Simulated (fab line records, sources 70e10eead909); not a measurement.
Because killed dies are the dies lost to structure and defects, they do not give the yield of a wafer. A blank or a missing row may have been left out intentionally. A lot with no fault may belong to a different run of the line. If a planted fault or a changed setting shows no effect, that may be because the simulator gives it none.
Problem report, 8D (eight disciplines) form, completed by code    flow nandHarc    the parts of the form that need people (team, actions taken, sign-off) are left out

1. PROBLEM STATEMENT
Wafers without a fault read 1.5 %, standard deviation 0.61; sort_bin_2_pct at NHARC_END_SORT_01 reads a mean of 34.2 % on 6 wafers belonging to 2 lots. That puts it +54 standard deviations away from the usual mean.
Earliest sighting: wafer L465.1 on prober-01 at day 22 01:18. Wafers with a number at this step in the record: 10, from 4 lots. Rule for "out", or "out of limits": more than 4 standard deviations from the usual mean. Any other wafer with a number is counted as sound.

2. WHAT IT IS, WHAT IT ISN'T
question                     is                                                                                                                                       is not
which readings at this step  sort_bin_2_pct, defectLimitedYield, killedAtArray, killedDies, sort_bin_3_pct, sort_bin_4_pct, sortNPass, sortRimYieldPct, sortYieldPct  killedAtPeriphery, killedOpen, killedShort
which lots                   L465, L468                                                                                                                               L464, L471
which wafers of those lots   all that have a number                                                                                                                   -
read on which gauges         prober-01, prober-02                                                                                                                     -
when                         from day 22 01:18                                                                                                                        up to then (3 sound wafers); but 1 sound wafer of L471 came after

3. SUSPECTS, AND WHAT RULES EACH OUT
Counting: any tool at a process step up to the reading is kept as a suspect provided that every lot that is out went through it and no sound lot did after the first of them.
- the gauge at NHARC_END_SORT_01: ruled out. Those wafers that are out were read across 2 gauges (prober-01, prober-02).
- ecdCu-01 at NHARC_A_M0_ECD_22 (material Cu, target thk 400 nm): kept. It ran every lot that is out, first L465 (day 20 04:20), and no sound lot after that; its last sound lot up to then is L464 (day 19 04:50).
Remaining after the count: ecdCu-01 at NHARC_A_M0_ECD_22.

4. THE CAUSE (what the simulator had put in)
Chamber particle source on ecdCu-01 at NHARC_A_M0_ECD_22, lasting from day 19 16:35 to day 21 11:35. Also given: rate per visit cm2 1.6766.
Only this tool survived the counting.

5. THE CHAIN OF EFFECTS, in route order
One row per reading whose mean, taken over the struck wafers that have a number, lies over 3 standard deviations from the usual. Only readings for which the record gives a usual standard deviation are gone through. hours: the time from each lot's start at the first step in this table that gives one to its start at this step, as a median over the lots. sigmas: the change in usual standard deviations.
hours  step               reading             usual   on struck wafers  change  sigmas
0      NHARC_END_SORT_01  defectLimitedYield  95.3 %  20.1              -75.2   -50
0      NHARC_END_SORT_01  killedAtArray       28      538               +510    +51
0      NHARC_END_SORT_01  killedDies          32      540               +508    +51
0      NHARC_END_SORT_01  sort_bin_2_pct      1.5 %   34.2              +32.7   +54
0      NHARC_END_SORT_01  sort_bin_3_pct      0.27 %  7.54              +7.27   +36
0      NHARC_END_SORT_01  sort_bin_4_pct      3.0 %   38.1              +35.1   +35
0      NHARC_END_SORT_01  sortNPass           645     136               -508    -51
0      NHARC_END_SORT_01  sortRimYieldPct     97.3 %  23.3              -74.0   -39
0      NHARC_END_SORT_01  sortYieldPct        95.3 %  20.1              -75.2   -50

6. HOW IT WOULD HAVE BEEN CAUGHT EARLIER
Counted from the fault's start at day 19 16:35, it took 57 hours until the first out-of-limits reading at a measuring or inspecting step in this record, taken at day 22 01:18.
Lots out: 2; all had begun NHARC_A_M0_ECD_22 on ecdCu-01 by day 22 01:18. Tool hold at that time: it would have spared none of them.
